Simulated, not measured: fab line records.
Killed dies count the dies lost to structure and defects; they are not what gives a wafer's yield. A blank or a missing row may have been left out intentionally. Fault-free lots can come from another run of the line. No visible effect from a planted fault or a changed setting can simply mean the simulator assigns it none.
Chamber matching + flow n5_finfet + 3 sister chambers for N5_BEOL_M11_ILD_DEP_00 on pecvd-01
The step deposits SiCOH lowk from DEMS/porogen, target thk 308.51 nm, time 58 s. 27 wafers are shown with their chamber, then 12 later ones without.

## WAFERS WITH THEIR CHAMBER
| wafer  | chamber | throttle_valve_pct (%) | heater_power_w (W) | showerhead_plenum_p_Torr (Torr) |
|--------|---------|------------------------|--------------------|---------------------------------|
| L074.2 | 0       | 14.4                   | 409                | 5.737                           |
| L074.5 | 1       | 14.7                   | 377                | 5.729                           |
| L074.6 | 2       | 13.4                   | 327                | 5.717                           |
| L076.2 | 0       | 14.7                   | 336                | 5.742                           |
| L076.4 | 1       | 14.6                   | 423                | 5.749                           |
| L076.6 | 2       | 13.6                   | 305                | 5.720                           |
| L079.1 | 0       | 14.7                   | 367                | 5.738                           |
| L079.4 | 2       | 13.4                   | 317                | 5.726                           |
| L079.6 | 0       | 14.6                   | 388                | 5.718                           |
| L078.1 | 0       | 14.6                   | 384                | 5.736                           |
| L078.3 | 2       | 13.4                   | 306                | 5.717                           |
| L078.6 | 0       | 14.8                   | 400                | 5.748                           |
| L080.1 | 0       | 14.7                   | 375                | 5.753                           |
| L080.3 | 1       | 14.8                   | 403                | 5.755                           |
| L080.6 | 0       | 14.8                   | 391                | 5.725                           |
| L081.1 | 2       | 13.2                   | 309                | 5.718                           |
| L081.4 | 0       | 14.8                   | 335                | 5.731                           |
| L081.6 | 2       | 13.5                   | 313                | 5.725                           |
| L083.1 | 2       | 13.4                   | 298                | 5.718                           |
| L083.2 | 1       | 14.6                   | 427                | 5.732                           |
| L083.4 | 1       | 14.7                   | 352                | 5.746                           |
| L082.1 | 2       | 13.4                   | 292                | 5.715                           |
| L082.4 | 0       | 14.7                   | 402                | 5.729                           |
| L082.6 | 2       | 13.3                   | 301                | 5.718                           |
| L087.2 | 0       | 14.6                   | 342                | 5.750                           |
| L087.5 | 1       | 14.6                   | 421                | 5.732                           |
| L087.6 | 2       | 13.5                   | 326                | 5.728                           |

SIGNATURES (averages over the wafers above)
| reading                  | chamber 0 | chamber 1 | chamber 2 | scatter within a chamber |
|--------------------------|-----------|-----------|-----------|--------------------------|
| throttle_valve_pct       | 14.673    | 14.667    | 13.410    | 0.109                    |
| heater_power_w           | 375.36    | 400.50    | 309.40    | 23.3                     |
| showerhead_plenum_p_Torr | 5.73700   | 5.74050   | 5.72020   | 0.00901                  |
Rule: a wafer lies at a distance from a chamber equal to the root of the sum of squares, over the readings, of (its reading less the chamber's mean, divided by the reading's scatter). The wafer belongs to the nearest chamber; if the next one is less than 2 further off, it can't be placed. The scatter: the root of (the sum of the squares of (reading less its chamber's mean) over the shown wafers, divided by (wafers less chambers)).

## WAFERS WHOSE CHAMBER IS MISSING
| wafer  | throttle_valve_pct (%) | heater_power_w (W) | showerhead_plenum_p_Torr (Torr) |
|--------|------------------------|--------------------|---------------------------------|
| L091.4 | 14.8                   | 408                | 5.740                           |
| L091.5 | 14.6                   | 362                | 5.731                           |
| L091.6 | 13.3                   | 318                | 5.713                           |
| L093.1 | 14.5                   | 382                | 5.755                           |
| L093.4 | 14.7                   | 397                | 5.744                           |
| L093.5 | 14.7                   | 396                | 5.736                           |
| L096.2 | 13.4                   | 319                | 5.719                           |
| L096.3 | 14.5                   | 373                | 5.733                           |
| L096.6 | 14.7                   | 400                | 5.750                           |
| L097.1 | 15.0                   | 358                | 5.752                           |
| L097.4 | 13.6                   | 307                | 5.717                           |
| L097.5 | 14.7                   | 399                | 5.738                           |

## EACH ONE'S CHAMBER
| wafer  | from the rows above     | in truth |
|--------|-------------------------|----------|
| L091.4 | can't be placed: 1 or 0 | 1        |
| L091.5 | can't be placed: 0 or 1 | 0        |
| L091.6 | 2                       | 2        |
| L093.1 | can't be placed: 1 or 0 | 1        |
| L093.4 | can't be placed: 1 or 0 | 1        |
| L093.5 | can't be placed: 1 or 0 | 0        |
| L096.2 | 2                       | 2        |
| L096.3 | can't be placed: 0 or 1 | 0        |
| L096.6 | can't be placed: 1 or 0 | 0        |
| L097.1 | can't be placed: 0 or 1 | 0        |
| L097.4 | 2                       | 2        |
| L097.5 | can't be placed: 1 or 0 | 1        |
Placed correctly: 3 of 12. Cannot be placed on the basis of these rows: 9; the candidates contain the true chamber in 9. Wrongly placed: 0.
